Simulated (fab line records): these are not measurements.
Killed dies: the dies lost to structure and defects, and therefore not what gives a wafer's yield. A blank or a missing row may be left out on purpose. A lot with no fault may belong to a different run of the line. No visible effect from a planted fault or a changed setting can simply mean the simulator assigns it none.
A lot that was struck, set against a sound lot ; flow nand harc ; 14 out of 1159 route steps
Sound: wafers L498.1, L498.2, L498.4. Struck: wafer L506.3; the same lot's L506.5 was not struck, so it is left out; see the end for the cause.
Per side, at each step with rows, come the tool, then ch with its chambers, and then its first start. Under that, the readings that differ: sound wafers ; struck wafers ; difference of the means ; sigmas: that difference in standard deviations of wafers without a fault.
alike: words and numbers the same on both sides, and readings whose means are apart by under 2 such deviations; not compared: readings that were withheld, readings missing a value for some wafer, numbers with overlapping values and no deviation given by the record, and bounds like >300 which may hide the same value.
A row with sigmas, a row that says differs or no value, or rows on one side alone: a step with any of these is where the two part. Non-overlapping numbers with no deviation appear without sigmas and do not part them. Lack of a reading on every wafer of one side parts them only where that side has two or more wafers.

first, 1 step without rows for these wafers: NHARC_A_WL_FILL_ANNEAL_08 (time 1800 s).
NHARC_A_WL_FILL_ALD_10: deposits SiO2, target thk 50 nm, pulse time 10 s, ald cycles 500.
  sound on ald hk-01 ch 0,1,3, day 15 09:58; struck on ald hk-01 ch 3, day 17 18:46
  alike: heater power w, precursor pulse height rel, susceptor temp C
  not compared: ald cycles
NHARC_A_WL_FILL_ETCHBACK_16: etches the open film in C4F8/O2/Ar, target depth 88 nm, time 17.6 s.
  sound on rie diel-10 ch 0,1,2; struck on rie diel-12 ch 2
reading;sound;struck;difference;sigmas
rf hours counter h (h);6.6 6.6 5.2;0.3;-5.8;
  alike: oes product au, rf vpp V
then, 1 step without rows for these wafers: NHARC_A_WL_FILL_STRIP_29 (strips in O2, time 20 s).
NHARC_A_WL_FILL_ETCHBACK_17: etches the open film in Cl2/BCl3, target depth 4 nm, time 26.7 s.
  sound on rie metal-03 ch 0,1, day 15 14:47; struck on rie metal-01 ch 1, day 17 23:35
  alike: drypump motor current A, oes product au
  not compared: rf hours counter h
then, 3 steps without rows for these wafers: NHARC_A_WL_FILL_PRECLEAN_18 (cleans in dHF, time 30 s); NHARC_A_WL_FILL_SRD_21; NHARC_A_WL_FILL_CVD_23 (deposits poly-Si, target thk 40 nm, time 800 s).
NHARC_A_WL_FILL_ETCHBACK_26: etches the open film in HBr, target depth 52 nm, time 13.3 s.
  sound on rie si-03 ch 1,2,3, day 15 19:52; struck on rie si-03 ch 3, day 18 03:43
reading;sound;struck;difference;sigmas
rf hours counter h (h);0.1 0.1 0.1;0.4;+0.3;
  alike: drypump motor current A, oes product au, throttle valve pct
then, 2 steps without rows for these wafers: NHARC_A_WL_FILL_PRECLEAN_30 (cleans in dHF, time 10 s); NHARC_A_WL_FILL_SRD_14.
NHARC_A_WL_FILL_ALD_19: deposits TiN, target thk 2 nm, pulse time 3 s, ald cycles 100.
  sound on ald metal-01 ch 1,2,3, day 15 20:09; struck on ald metal-01 ch 3, day 18 04:08
reading;sound;struck;difference;sigmas
ald cycles;100 100 100;45;-55;
precursor pulse height rel;1.035 1.026 1.021;0.976;-0.051;-3
  alike: heater power w, susceptor temp C
NHARC_A_WL_FILL_CVD_20: deposits W, target thk 75 nm, time 5064 s.
  sound on cvd w-01 ch 0,1; struck on cvd w-02 ch 0
reading;sound;struck;difference;sigmas
chamber pressure Torr (Torr);40.06 40.17 40.04;39.87;-0.22;-3
  alike: heater power w, susceptor temp C, throttle valve pct
-- break in the record here, with 4 days between the starts of the struck wafers on either side (left off in module A_WL_FILL, picked up again in module END, where the first step shown is number 1159 on the route) --
NHARC_END_SORT_01:
  sound on prober-02 ch 0, day 20 01:11; struck on prober-02 ch 0, day 21 22:53
reading;sound;struck;difference;sigmas
killed at array;20 25 25;670;+647;+65
killed dies;24 30 28;677;+650;+65
killed open;0 1 0;11;+11;+6
  alike: killed at other, killed at periphery, killed short

## WHERE THEY PART
At NHARC_A_WL_FILL_ALD_19 first; at NHARC_END_SORT_01 last (within this record only).

WHY: whatever the simulator had introduced
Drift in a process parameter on ald metal-01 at NHARC_A_WL_FILL_ALD_19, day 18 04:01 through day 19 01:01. A move of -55 in setting ald cycles, from 100. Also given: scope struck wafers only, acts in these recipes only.
